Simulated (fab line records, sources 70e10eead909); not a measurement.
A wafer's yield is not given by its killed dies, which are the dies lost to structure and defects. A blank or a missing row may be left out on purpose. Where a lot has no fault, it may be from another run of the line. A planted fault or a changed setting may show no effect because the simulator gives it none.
Which tool did it? || flow nand-harc || 24 lots, 72 wafers sampled, at 4 steps of a route of 1302

WHAT THE GAUGES SHOWED, per wafer
NHARC_A_BLC_INSPECT_28.
{"lot": "L075", "measured": "day 22 23:52", "on": "defect-inspect-02", "raw-defect-count": "535 668 657"}
{"lot": "L074", "measured": "day 23 07:18", "on": "defect-inspect-01", "raw-defect-count": "569 535 518"}
{"lot": "L076", "measured": "day 23 14:40", "on": "defect-inspect-01", "raw-defect-count": "520 448 567"}
{"lot": "L079", "measured": "day 23 20:59", "on": "defect-inspect-02", "raw-defect-count": "432 432 359"}
{"lot": "L077", "measured": "day 23 23:16", "on": "defect-inspect-01", "raw-defect-count": "611 668 465"}
{"lot": "L078", "measured": "day 24 05:02", "on": "defect-inspect-02", "raw-defect-count": "372 431 402"}
{"lot": "L081", "measured": "day 25 06:18", "on": "defect-inspect-02", "raw-defect-count": "554 468 474"}
{"lot": "L080", "measured": "day 25 08:05", "on": "defect-inspect-02", "raw-defect-count": "431 385 445"}
{"lot": "L082", "measured": "day 25 22:33", "on": "defect-inspect-01", "raw-defect-count": "605 633 544"}
{"lot": "L083", "measured": "day 26 11:13", "on": "defect-inspect-02", "raw-defect-count": "375 458 425"}
{"lot": "L084", "measured": "day 26 14:39", "on": "defect-inspect-02", "raw-defect-count": "381 494 411"}
{"lot": "L085", "measured": "day 27 01:29", "on": "defect-inspect-02", "raw-defect-count": "527 410 402"}
{"lot": "L087", "measured": "day 27 14:32", "on": "defect-inspect-01", "raw-defect-count": "311 433 419"}
{"lot": "L086", "measured": "day 27 17:34", "on": "defect-inspect-01", "raw-defect-count": "519 508 539"}
{"lot": "L088", "measured": "day 28 11:15", "on": "defect-inspect-02", "raw-defect-count": "380 405 354"}
{"lot": "L089", "measured": "day 28 19:48", "on": "defect-inspect-02", "raw-defect-count": "533 543 378"}
{"lot": "L090", "measured": "day 29 14:27", "on": "defect-inspect-02", "raw-defect-count": "409 493 563"}
{"lot": "L092", "measured": "day 29 19:53", "on": "defect-inspect-02", "raw-defect-count": "419 339 387"}
{"lot": "L091", "measured": "day 29 22:53", "on": "defect-inspect-02", "raw-defect-count": "644 436 428"}
{"lot": "L093", "measured": "day 30 15:59", "on": "defect-inspect-02", "raw-defect-count": "522 522 451"}
{"lot": "L095", "measured": "day 30 21:34", "on": "defect-inspect-02", "raw-defect-count": "405 310 368"}
{"lot": "L094", "measured": "day 30 23:02", "on": "defect-inspect-01", "raw-defect-count": "851 816 722"}
{"lot": "L096", "measured": "day 31 01:36", "on": "defect-inspect-02", "raw-defect-count": "423 689 501"}
{"lot": "L097", "measured": "day 31 14:54", "on": "defect-inspect-02", "raw-defect-count": "534 352 611"}

NHARC_A_M1_CD_MEAS_16.
{"lot": "L075", "measured": "day 23 05:19", "on": "cd-sem-01", "cd-nm (nm)": "119.9 121.1 118.4"}
{"lot": "L074", "measured": "day 23 13:01", "on": "cd-sem-03", "cd-nm (nm)": "120.4 121.4 120.9"}
{"lot": "L076", "measured": "day 23 20:13", "on": "cd-sem-03", "cd-nm (nm)": "119.8 119.2 118.7"}
{"lot": "L079", "measured": "day 24 02:52", "on": "cd-sem-01", "cd-nm (nm)": "118.6 123.0 120.3"}
{"lot": "L077", "measured": "day 24 05:01", "on": "cd-sem-01", "cd-nm (nm)": "120.3 119.0 118.3"}
{"lot": "L078", "measured": "day 24 10:34", "on": "cd-sem-03", "cd-nm (nm)": "120.0 119.3 119.5"}
{"lot": "L081", "measured": "day 25 11:44", "on": "cd-sem-01", "cd-nm (nm)": "121.2 120.9 120.3"}
{"lot": "L080", "measured": "day 25 13:32", "on": "cd-sem-02", "cd-nm (nm)": "119.7 120.0 120.5"}
{"lot": "L082", "measured": "day 26 04:32", "on": "cd-sem-03", "cd-nm (nm)": "120.2 120.2 120.3"}
{"lot": "L083", "measured": "day 26 16:31", "on": "cd-sem-03", "cd-nm (nm)": "118.8 119.4 118.0"}
{"lot": "L084", "measured": "day 26 19:58", "on": "cd-sem-01", "cd-nm (nm)": "119.2 119.1 120.0"}
{"lot": "L085", "measured": "day 27 06:51", "on": "cd-sem-03", "cd-nm (nm)": "121.1 119.6 119.4"}
{"lot": "L087", "measured": "day 27 20:09", "on": "cd-sem-03", "cd-nm (nm)": "120.8 118.8 119.2"}
{"lot": "L086", "measured": "day 27 22:53", "on": "cd-sem-03", "cd-nm (nm)": "121.3 119.9 119.5"}
{"lot": "L088", "measured": "day 28 16:37", "on": "cd-sem-01", "cd-nm (nm)": "118.1 121.3 122.3"}
{"lot": "L089", "measured": "day 29 01:17", "on": "cd-sem-03", "cd-nm (nm)": "121.2 119.5 119.9"}
{"lot": "L090", "measured": "day 29 19:48", "on": "cd-sem-02", "cd-nm (nm)": "120.8 120.3 119.0"}
{"lot": "L092", "measured": "day 30 01:22", "on": "cd-sem-03", "cd-nm (nm)": "119.0 122.5 122.1"}
{"lot": "L091", "measured": "day 30 04:04", "on": "cd-sem-03", "cd-nm (nm)": "120.0 119.5 120.2"}
{"lot": "L093", "measured": "day 30 21:19", "on": "cd-sem-03", "cd-nm (nm)": "121.0 121.2 119.2"}
{"lot": "L095", "measured": "day 31 03:00", "on": "cd-sem-01", "cd-nm (nm)": "121.0 120.5 119.0"}
{"lot": "L094", "measured": "day 31 04:40", "on": "cd-sem-01", "cd-nm (nm)": "120.5 122.4 122.7"}
{"lot": "L096", "measured": "day 31 07:03", "on": "cd-sem-01", "cd-nm (nm)": "119.7 121.9 121.0"}
{"lot": "L097", "measured": "day 31 20:05", "on": "cd-sem-01", "cd-nm (nm)": "119.1 119.3 120.7"}

EACH LOT AND THE TOOL THAT RAN IT (in order: tool; ch and the chambers of the sampled wafers; start)
{"lot": "L075", "NHARC_A_M0_CMP_23": "cmp-01 ch 0,1, day 23 02:59", "NHARC_A_M1_ETCH_15": "rie-diel-02 ch 1,2,3, day 23 05:19 or earlier"}
{"lot": "L074", "NHARC_A_M0_CMP_23": "cmp-01 ch 0,2,3, day 23 10:26", "NHARC_A_M1_ETCH_15": "rie-diel-09 ch 0,2,3, day 23 13:01 or earlier"}
{"lot": "L076", "NHARC_A_M0_CMP_23": "cmp-04 ch 0,2,3, day 23 18:03", "NHARC_A_M1_ETCH_15": "rie-diel-02 ch 0,1,2, day 23 20:13 or earlier"}
{"lot": "L079", "NHARC_A_M0_CMP_23": "cmp-04 ch 0,2,3, day 24 00:24", "NHARC_A_M1_ETCH_15": "rie-diel-02 ch 1,2, day 24 02:52 or earlier"}
{"lot": "L077", "NHARC_A_M0_CMP_23": "cmp-04 ch 1,2,3, day 24 02:40", "NHARC_A_M1_ETCH_15": "rie-diel-08 ch 0,2,3, day 24 05:01 or earlier"}
{"lot": "L078", "NHARC_A_M0_CMP_23": "cmp-01 ch 1,2,3, day 24 08:10", "NHARC_A_M1_ETCH_15": "rie-diel-09 ch 1,2, day 24 10:34 or earlier"}
{"lot": "L081", "NHARC_A_M0_CMP_23": "cmp-03 ch 0,1,2, day 25 09:26", "NHARC_A_M1_ETCH_15": "rie-diel-02 ch 1,2,3, day 25 11:44 or earlier"}
{"lot": "L080", "NHARC_A_M0_CMP_23": "cmp-03 ch 0,2, day 25 11:10", "NHARC_A_M1_ETCH_15": "rie-diel-08 ch 0,1,3, day 25 13:32 or earlier"}
{"lot": "L082", "NHARC_A_M0_CMP_23": "cmp-01 ch 0,1, day 26 01:43", "NHARC_A_M1_ETCH_15": "rie-diel-02 ch 0,1,2, day 26 04:32 or earlier"}
{"lot": "L083", "NHARC_A_M0_CMP_23": "cmp-04 ch 0,1,3, day 26 14:17", "NHARC_A_M1_ETCH_15": "rie-diel-02 ch 0,1,3, day 26 16:31 or earlier"}
{"lot": "L084", "NHARC_A_M0_CMP_23": "cmp-01 ch 0,1,2, day 26 17:44", "NHARC_A_M1_ETCH_15": "rie-diel-02 ch 0,1,2, day 26 19:58 or earlier"}
{"lot": "L085", "NHARC_A_M0_CMP_23": "cmp-04 ch 0,1,2, day 27 04:34", "NHARC_A_M1_ETCH_15": "rie-diel-02 ch 0,1, day 27 06:51 or earlier"}
{"lot": "L087", "NHARC_A_M0_CMP_23": "cmp-01 ch 0,2,3, day 27 17:47", "NHARC_A_M1_ETCH_15": "rie-diel-08 ch 2,3, day 27 20:09 or earlier"}
{"lot": "L086", "NHARC_A_M0_CMP_23": "cmp-03 ch 1,3, day 27 20:32", "NHARC_A_M1_ETCH_15": "rie-diel-08 ch 0,2, day 27 22:53 or earlier"}
{"lot": "L088", "NHARC_A_M0_CMP_23": "cmp-01 ch 0,1,3, day 28 14:16", "NHARC_A_M1_ETCH_15": "rie-diel-08 ch 1,3, day 28 16:37 or earlier"}
{"lot": "L089", "NHARC_A_M0_CMP_23": "cmp-03 ch 0,1,3, day 28 22:58", "NHARC_A_M1_ETCH_15": "rie-diel-08 ch 1,2, day 29 01:17 or earlier"}
{"lot": "L090", "NHARC_A_M0_CMP_23": "cmp-01 ch 1,2, day 29 17:34", "NHARC_A_M1_ETCH_15": "rie-diel-09 ch 0,2, day 29 19:48 or earlier"}
{"lot": "L092", "NHARC_A_M0_CMP_23": "cmp-04 ch 1,3, day 29 23:02", "NHARC_A_M1_ETCH_15": "rie-diel-02 ch 1,2, day 30 01:22 or earlier"}
{"lot": "L091", "NHARC_A_M0_CMP_23": "cmp-01 ch 2,3, day 30 01:50", "NHARC_A_M1_ETCH_15": "rie-diel-09 ch 0,1,2, day 30 04:04 or earlier"}
{"lot": "L093", "NHARC_A_M0_CMP_23": "cmp-03 ch 0,3, day 30 19:06", "NHARC_A_M1_ETCH_15": "rie-diel-09 ch 0,2,3, day 30 21:19 or earlier"}
{"lot": "L095", "NHARC_A_M0_CMP_23": "cmp-01 ch 0,1,2, day 31 00:44", "NHARC_A_M1_ETCH_15": "rie-diel-09 ch 0,1,3, day 31 03:00 or earlier"}
{"lot": "L094", "NHARC_A_M0_CMP_23": "cmp-01 ch 1,2,3, day 31 02:19", "NHARC_A_M1_ETCH_15": "rie-diel-02 ch 0,1,3, day 31 04:40 or earlier"}
{"lot": "L096", "NHARC_A_M0_CMP_23": "cmp-01 ch 0,2,3, day 31 04:46", "NHARC_A_M1_ETCH_15": "rie-diel-09 ch 0,1,2, day 31 07:03 or earlier"}
{"lot": "L097", "NHARC_A_M0_CMP_23": "cmp-04 ch 0,1,2, day 31 17:52", "NHARC_A_M1_ETCH_15": "rie-diel-08 ch 0,1,2, day 31 20:05 or earlier"}
- NHARC_A_M0_CMP_23: polishes, t overpolish 20 s, target thk 113.75 nm.
- NHARC_A_M1_ETCH_15: etches the open film in C4F8/Ar, target depth 182.5 nm, time 91.2 s.

AS READ BY THE TOOLS THEMSELVES (means over the sampled wafers that have a number; for cases with no such wafer, the mark the record gives instead)
NHARC_A_M0_CMP_23.
{"lot": "L075", "tool": "cmp-01", "motor-current-A (A)": 12.3, "time-to-endpoint-s (s)": 29}
{"lot": "L074", "tool": "cmp-01", "motor-current-A (A)": 11.4, "time-to-endpoint-s (s)": 32}
{"lot": "L076", "tool": "cmp-04", "motor-current-A (A)": 11.5, "time-to-endpoint-s (s)": 30}
{"lot": "L079", "tool": "cmp-04", "motor-current-A (A)": 11.3, "time-to-endpoint-s (s)": 29}
{"lot": "L077", "tool": "cmp-04", "motor-current-A (A)": 11.7, "time-to-endpoint-s (s)": 32}
{"lot": "L078", "tool": "cmp-01", "motor-current-A (A)": 12.4, "time-to-endpoint-s (s)": 32}
{"lot": "L081", "tool": "cmp-03", "motor-current-A (A)": 13.3, "time-to-endpoint-s (s)": 25}
{"lot": "L080", "tool": "cmp-03", "motor-current-A (A)": 13.8, "time-to-endpoint-s (s)": 30}
{"lot": "L082", "tool": "cmp-01", "motor-current-A (A)": 11.5, "time-to-endpoint-s (s)": 30}
{"lot": "L083", "tool": "cmp-04", "motor-current-A (A)": 11.9, "time-to-endpoint-s (s)": 33}
{"lot": "L084", "tool": "cmp-01", "motor-current-A (A)": 11.8, "time-to-endpoint-s (s)": 30}
{"lot": "L085", "tool": "cmp-04", "motor-current-A (A)": 11.9, "time-to-endpoint-s (s)": 30}
{"lot": "L087", "tool": "cmp-01", "motor-current-A (A)": 11.4, "time-to-endpoint-s (s)": 31}
{"lot": "L086", "tool": "cmp-03", "motor-current-A (A)": 12.6, "time-to-endpoint-s (s)": 23}
{"lot": "L088", "tool": "cmp-01", "motor-current-A (A)": 12.6, "time-to-endpoint-s (s)": 33}
{"lot": "L089", "tool": "cmp-03", "motor-current-A (A)": 12.4, "time-to-endpoint-s (s)": 25}
{"lot": "L090", "tool": "cmp-01", "motor-current-A (A)": 12.0, "time-to-endpoint-s (s)": 31}
{"lot": "L092", "tool": "cmp-04", "motor-current-A (A)": 11.8, "time-to-endpoint-s (s)": 33}
{"lot": "L091", "tool": "cmp-01", "motor-current-A (A)": 12.1, "time-to-endpoint-s (s)": 33}
{"lot": "L093", "tool": "cmp-03", "motor-current-A (A)": 12.3, "time-to-endpoint-s (s)": 29}
{"lot": "L095", "tool": "cmp-01", "motor-current-A (A)": 11.6, "time-to-endpoint-s (s)": 34}
{"lot": "L094", "tool": "cmp-01", "motor-current-A (A)": 12.8, "time-to-endpoint-s (s)": 31}
{"lot": "L096", "tool": "cmp-01", "motor-current-A (A)": 11.0, "time-to-endpoint-s (s)": 33}
{"lot": "L097", "tool": "cmp-04", "motor-current-A (A)": 11.8, "time-to-endpoint-s (s)": 29}

NHARC_A_M1_ETCH_15.
{"lot": "L075", "tool": "rie-diel-02", "oes-product-au (a.u.)": 0.945, "rf-vpp-V (V)": 440.9}
{"lot": "L074", "tool": "rie-diel-09", "oes-product-au (a.u.)": 0.965, "rf-vpp-V (V)": 440.6}
{"lot": "L076", "tool": "rie-diel-02", "oes-product-au (a.u.)": 0.978, "rf-vpp-V (V)": 442.0}
{"lot": "L079", "tool": "rie-diel-02", "oes-product-au (a.u.)": 0.952, "rf-vpp-V (V)": 441.1}
{"lot": "L077", "tool": "rie-diel-08", "oes-product-au (a.u.)": 0.979, "rf-vpp-V (V)": 441.2}
{"lot": "L078", "tool": "rie-diel-09", "oes-product-au (a.u.)": 0.939, "rf-vpp-V (V)": 442.0}
{"lot": "L081", "tool": "rie-diel-02", "oes-product-au (a.u.)": 0.972, "rf-vpp-V (V)": 440.8}
{"lot": "L080", "tool": "rie-diel-08", "oes-product-au (a.u.)": 0.957, "rf-vpp-V (V)": 438.6}
{"lot": "L082", "tool": "rie-diel-02", "oes-product-au (a.u.)": 0.932, "rf-vpp-V (V)": 441.9}
{"lot": "L083", "tool": "rie-diel-02", "oes-product-au (a.u.)": 0.967, "rf-vpp-V (V)": 441.0}
{"lot": "L084", "tool": "rie-diel-02", "oes-product-au (a.u.)": 0.979, "rf-vpp-V (V)": 441.5}
{"lot": "L085", "tool": "rie-diel-02", "oes-product-au (a.u.)": 0.923, "rf-vpp-V (V)": 441.6}
{"lot": "L087", "tool": "rie-diel-08", "oes-product-au (a.u.)": 0.949, "rf-vpp-V (V)": 441.9}
{"lot": "L086", "tool": "rie-diel-08", "oes-product-au (a.u.)": 0.933, "rf-vpp-V (V)": 441.1}
{"lot": "L088", "tool": "rie-diel-08", "oes-product-au (a.u.)": 0.920, "rf-vpp-V (V)": 439.4}
{"lot": "L089", "tool": "rie-diel-08", "oes-product-au (a.u.)": 0.931, "rf-vpp-V (V)": 442.1}
{"lot": "L090", "tool": "rie-diel-09", "oes-product-au (a.u.)": 0.953, "rf-vpp-V (V)": 440.5}
{"lot": "L092", "tool": "rie-diel-02", "oes-product-au (a.u.)": 0.934, "rf-vpp-V (V)": 441.7}
{"lot": "L091", "tool": "rie-diel-09", "oes-product-au (a.u.)": 0.958, "rf-vpp-V (V)": 440.3}
{"lot": "L093", "tool": "rie-diel-09", "oes-product-au (a.u.)": 0.965, "rf-vpp-V (V)": 440.6}
{"lot": "L095", "tool": "rie-diel-09", "oes-product-au (a.u.)": 0.958, "rf-vpp-V (V)": 439.9}
{"lot": "L094", "tool": "rie-diel-02", "oes-product-au (a.u.)": 0.981, "rf-vpp-V (V)": 441.1}
{"lot": "L096", "tool": "rie-diel-09", "oes-product-au (a.u.)": 0.951, "rf-vpp-V (V)": 440.9}
{"lot": "L097", "tool": "rie-diel-08", "oes-product-au (a.u.)": 0.953, "rf-vpp-V (V)": 439.9}

THE ANSWER, worked out from the rows above alone
Rule: what is usual is taken from the lots themselves. The widest of any qualifying gaps counts: lots, ordered by their means at a reading, are off when they make up no more than a third of the lots, leave a main group of 4 or more, and stand apart from it by 3 or more times the standard deviation of that group's means. Not used: any main group whose means are identical at the precision the tables above print for the reading. A lot without any number at a reading at which 4 lots or more have one is off too. Any other lot the step has rows for is counted as sound. The gauges are gone through in route order, then the tools' own readings, and for those a lot's mean is taken as printed above. The first step at which some lot is off is used, and at that step the reading that is off furthest; a lot without a number counts as furthest.
Across all readings shown, no lot is off: no conclusion can be drawn from this.

WHAT WAS PUT IN BY THE SIMULATOR
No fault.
